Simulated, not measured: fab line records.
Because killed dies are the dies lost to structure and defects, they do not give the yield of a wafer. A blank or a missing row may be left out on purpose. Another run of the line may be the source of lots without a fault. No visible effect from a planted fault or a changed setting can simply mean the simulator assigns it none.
Split-lot study || flow n5-finfet || 21 wafers read across 7 lots, on a route 1938 steps long

## THE SPLIT ITSELF
At N5_FIN_SAQP_ETCH_65 (etches SiO2 in CF4, target depth 4 nm, time 4.4 s), the setting time-s was moved away from the recipe's 4.4 s on 4 of the 21 wafers read, by -20.7% to +17.7%. The other wafers ran this setting at the recipe's value.

The reading is taken at the split's own step.

## THE READING
etch.depth-nm (the simulator's own value, which no gauge read), in nm, at N5_FIN_SAQP_ETCH_65 (etches SiO2 in CF4, target depth 4 nm, time 4.4 s). No usual value for it is given in the file. Across the 17 wafers here that went through the recipe, the average is 4.016 nm and the standard deviation 0.057 nm.

{"wafer": "L074.2", "tool, chamber at the split": "rie-si-06, 2", "time-s as run, s": 4.4, "against the recipe": "recipe", "etch.depth-nm, nm": 4.096, "against lot-mates on the recipe": "-"}
{"wafer": "L074.3", "tool, chamber at the split": "rie-si-06, 1", "time-s as run, s": 4.4, "against the recipe": "recipe", "etch.depth-nm, nm": 4.012, "against lot-mates on the recipe": "-"}
{"wafer": "L074.5", "tool, chamber at the split": "rie-si-06, 0", "time-s as run, s": 4.4, "against the recipe": "recipe", "etch.depth-nm, nm": 4.053, "against lot-mates on the recipe": "-"}
{"wafer": "L078.3", "tool, chamber at the split": "rie-si-01, 0", "time-s as run, s": 4.4, "against the recipe": "recipe", "etch.depth-nm, nm": 4.018, "against lot-mates on the recipe": "-"}
{"wafer": "L078.5", "tool, chamber at the split": "rie-si-01, 3", "time-s as run, s": 3.988, "against the recipe": "-9.4%", "etch.depth-nm, nm": 3.693, "against lot-mates on the recipe": -0.312}
{"wafer": "L078.6", "tool, chamber at the split": "rie-si-01, 2", "time-s as run, s": 4.4, "against the recipe": "recipe", "etch.depth-nm, nm": 3.993, "against lot-mates on the recipe": "-"}
{"wafer": "L082.3", "tool, chamber at the split": "rie-si-01, 3", "time-s as run, s": 4.4, "against the recipe": "recipe", "etch.depth-nm, nm": 4.118, "against lot-mates on the recipe": "-"}
{"wafer": "L082.5", "tool, chamber at the split": "rie-si-01, 0", "time-s as run, s": 4.4, "against the recipe": "recipe", "etch.depth-nm, nm": 4.055, "against lot-mates on the recipe": "-"}
{"wafer": "L082.6", "tool, chamber at the split": "rie-si-01, 3", "time-s as run, s": 5.18, "against the recipe": "+17.7%", "etch.depth-nm, nm": 4.864, "against lot-mates on the recipe": "+0.777"}
{"wafer": "L085.1", "tool, chamber at the split": "rie-si-06, 0", "time-s as run, s": 4.4, "against the recipe": "recipe", "etch.depth-nm, nm": 3.994, "against lot-mates on the recipe": "-"}
{"wafer": "L085.2", "tool, chamber at the split": "rie-si-06, 2", "time-s as run, s": 4.4, "against the recipe": "recipe", "etch.depth-nm, nm": 4.045, "against lot-mates on the recipe": "-"}
{"wafer": "L085.6", "tool, chamber at the split": "rie-si-06, 0", "time-s as run, s": 4.4, "against the recipe": "recipe", "etch.depth-nm, nm": 3.999, "against lot-mates on the recipe": "-"}
{"wafer": "L090.2", "tool, chamber at the split": "rie-si-03, 3", "time-s as run, s": 3.556, "against the recipe": "-19.2%", "etch.depth-nm, nm": 3.267, "against lot-mates on the recipe": -0.655}
{"wafer": "L090.4", "tool, chamber at the split": "rie-si-03, 0", "time-s as run, s": 4.4, "against the recipe": "recipe", "etch.depth-nm, nm": 3.948, "against lot-mates on the recipe": "-"}
{"wafer": "L090.5", "tool, chamber at the split": "rie-si-03, 0", "time-s as run, s": 4.4, "against the recipe": "recipe", "etch.depth-nm, nm": 3.896, "against lot-mates on the recipe": "-"}
{"wafer": "L091.2", "tool, chamber at the split": "rie-si-06, 2", "time-s as run, s": 4.4, "against the recipe": "recipe", "etch.depth-nm, nm": 4.112, "against lot-mates on the recipe": "-"}
{"wafer": "L091.3", "tool, chamber at the split": "rie-si-06, 3", "time-s as run, s": 4.4, "against the recipe": "recipe", "etch.depth-nm, nm": 3.99, "against lot-mates on the recipe": "-"}
{"wafer": "L091.5", "tool, chamber at the split": "rie-si-06, 0", "time-s as run, s": 3.49, "against the recipe": "-20.7%", "etch.depth-nm, nm": 3.178, "against lot-mates on the recipe": -0.873}
{"wafer": "L094.3", "tool, chamber at the split": "rie-si-03, 2", "time-s as run, s": 4.4, "against the recipe": "recipe", "etch.depth-nm, nm": 3.997, "against lot-mates on the recipe": "-"}
{"wafer": "L094.4", "tool, chamber at the split": "rie-si-03, 0", "time-s as run, s": 4.4, "against the recipe": "recipe", "etch.depth-nm, nm": 3.987, "against lot-mates on the recipe": "-"}
{"wafer": "L094.5", "tool, chamber at the split": "rie-si-03, 0", "time-s as run, s": 4.4, "against the recipe": "recipe", "etch.depth-nm, nm": 3.965, "against lot-mates on the recipe": "-"}

THE FIT
A straight line over all 21 wafers: etch.depth-nm changes by +0.0419 nm for each +1% of time-s; r = +0.98; the points scatter about the line by 0.061 nm.
The same after taking each lot's own level away (the mean of its wafers on the recipe; 21 wafers): +0.0398 nm for each +1%; r = +0.99; scatter 0.045 nm.
According to that fit, moving time-s by its largest amount changes the reading by 0.82 nm.
The lots' own levels span 3.9220 to 4.0865 nm, that is 2.9 times the standard deviation above.
The two slopes agree, so the slope changes little with the lot-to-lot level.
Check: for one of the wafers moved furthest among these (-20.7%), held out of the fit, the line's prediction against its lot-mates is -0.778 nm. Against them it came out at -0.873 nm.

## FURTHER SPLITS ON THESE WAFERS
Other splits were also applied to these wafers ahead of the reading. Each is held against what the fit with the lots' levels taken away leaves over:
{"other split on the same wafers": "N5_WELL_APT_COAT_02 spin-rpm", "wafers away from the commonest value": 9, "r with etch.depth-nm (lot level and that fit taken away)": -0.01}
{"other split on the same wafers": "N5_WELL_APT_EXPOSE_05 dose-mj", "wafers away from the commonest value": 5, "r with etch.depth-nm (lot level and that fit taken away)": -0.12}
{"other split on the same wafers": "N5_PMOS_HMC_CHANNEL_EPI_PEB_07 peb-time-s", "wafers away from the commonest value": 6, "r with etch.depth-nm (lot level and that fit taken away)": "+0.16"}
{"other split on the same wafers": "N5_PMOS_HMC_CHANNEL_EPI_DEVELOP_08 develop-time-s", "wafers away from the commonest value": 7, "r with etch.depth-nm (lot level and that fit taken away)": "+0.14"}

## THE FILE'S OWN FIT
etch.depth-nm changes by +0.0395 nm for each +1% of time-s, r = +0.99.
